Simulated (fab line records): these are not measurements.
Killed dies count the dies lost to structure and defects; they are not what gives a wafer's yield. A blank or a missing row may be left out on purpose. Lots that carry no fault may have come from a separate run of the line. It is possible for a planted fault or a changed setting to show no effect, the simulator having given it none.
Comparing a struck lot with a sound one || flow n5 finfet || 16 out of 1938 route steps
Sound: wafers L198.1, L198.5, L198.6. The struck wafers were L200.1, L200.5, L200.6. The cause is given at the end.
At each step with rows: each side's tool, then ch and its chambers, then its first start. Under that, the readings that differ: sound wafers || struck wafers || difference of the means || sigmas: that difference in standard deviations of wafers without a fault.
alike: same words and numbers on both sides, and readings whose means sit less than 2 such deviations apart. not compared: any withheld reading, any reading some wafer has no value for, any bound like >300 that may hide the same value, and any number with overlapping values for which the record gives no deviation.
A row with sigmas, a row that says differs or no value, or rows on one side alone: a step with any of these is where the two part. When numbers do not overlap yet have no deviation, they are printed without sigmas and do not part them. A reading missing from all wafers of one side parts the sides only when that side holds two or more wafers.

first, 7 steps without rows for these wafers: N5_BEOL_M1_COAT_76 (time 60 s, resist thk 5 nm); N5_BEOL_M1_COAT_22 (resist thk 30 nm); N5_BEOL_M1_EBR_24; N5_BEOL_M1_SOFTBAKE_23 (time 60 s); N5_BEOL_M1_EXPOSE_25 (exposes mask V0, defocus 5 nm, target cd 24 nm); N5_BEOL_M1_PEB_26 (peb time 60 s); N5_BEOL_M1_DEVELOP_27 (develop time 30 s).
N5_BEOL_M1_CD_MEAS_28: target cd y 23.3 nm.
  sound on cd sem-01 ch 0, day 10 05:09; struck on cd sem-03 ch 0, day 10 17:23
  alike: cd nm
N5_BEOL_M1_OVL_MEAS_29:
  sound on overlay-01 ch 0, day 10 05:11; struck on overlay-01 ch 0, day 10 17:25
  alike: V0_OVL
N5_BEOL_M1_INSPECT_30: inspects for defects (brightfield).
  struck on defect inspect-01, day 10 17:28; sound on defect inspect-02, day 10 05:14
  alike: raw defect count
N5_BEOL_M1_DESCUM_33: chemistry O2, time 7 s.
  sound on rie diel-05 ch 0,1,2, day 10 05:16; struck on rie diel-02 ch 1,2,3, day 10 17:32
  alike: drypump motor current A, oes product au, rf vpp V, showerhead plenum p Torr, throttle valve pct
  not compared: rf hours counter h
N5_BEOL_M1_ETCH_77: etches underlayer in N2/H2, target depth 6.5 nm, time 5.2 s.
  sound on rie diel-05 ch 0,1,2, day 10 05:19; struck on rie diel-02 ch 1,2,3, day 10 17:34
  alike: drypump motor current A, etch rf on time s, oes product au, rf vpp V, showerhead plenum p Torr, throttle valve pct
  not compared: rf hours counter h
N5_BEOL_M1_ETCH_69: etches SiARC in CF4, target depth 15.6 nm, time 26 s.
  sound on rie diel-05 ch 0,1,2, day 10 05:19; struck on rie diel-02 ch 1,2,3, day 10 17:35
{"reading": "etch rf on time s (s)", "sound": "26.5 26.1 25.0", "struck": "17.6 17.5 17.8", "difference": -8.2, "sigmas": -13}
{"reading": "oes product au (a.u.)", "sound": "0.57 0.62 0.80", "struck": "1.03 0.91 0.98", "difference": "+0.31", "sigmas": "+4"}
  alike: drypump motor current A, mfc ar sccm, rf vpp V, showerhead plenum p Torr, throttle valve pct
  not compared: rf hours counter h
N5_BEOL_M1_ALD_98: deposits SiO2, target thk 2.5 nm, pulse time 1 s, co reactant pulse time 1 s.
  sound on ald sin-03 ch 0,1, day 10 05:24; struck on ald sin-03 ch 1,2,3, day 10 17:40
  alike: heater power w, precursor pulse height rel
-- record jumps: 2 days separate the struck wafers' starts on either side; left off in module BEOL_M1, taken up again in module BEOL_M4, whose first shown step is the route's number 1111 --
N5_BEOL_M4_RC_MEAS_101:
  sound on prober-02 ch 0, day 12 04:53; struck on prober-01 ch 0, day 12 21:41
  alike: DIBL_N, DIBL_P, IOFF_N, IOFF_P, ION_N, ION_P, SS_N, SS_P, VT_N, VT_P
-- the record jumps here: 4 days lie between the struck wafers' starts before and after (it left off in module BEOL_M4 and takes up again in module PASSIVATION, whose first step shown is number 1936 of the route) --
N5_PASSIVATION_PROBE_49:
  struck on prober-01, day 17 00:14; sound on prober-02, day 16 20:53
{"reading": "sort_bin_6_memory (%)", "sound": "2.5 3.6 3.0", "struck": "4.7 4.1 4.2", "difference": "+1.3", "sigmas": "+2"}
  alike: defect limited yield, killed_at_M0_to_M3, killed_at_M4_up, killed at contacts, killed at front end, killed at other, killed dies, killed open, killed short, sort_bin_5_function, sort n pass, sort yield pct

## WHERE THEY PART
Last at N5_PASSIVATION_PROBE_49 as far as this record goes, first at N5_BEOL_M1_ETCH_69.

WHY: what had been put in by the simulator
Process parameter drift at N5_BEOL_M1_ETCH_69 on rie diel-02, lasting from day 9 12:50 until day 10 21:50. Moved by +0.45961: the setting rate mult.
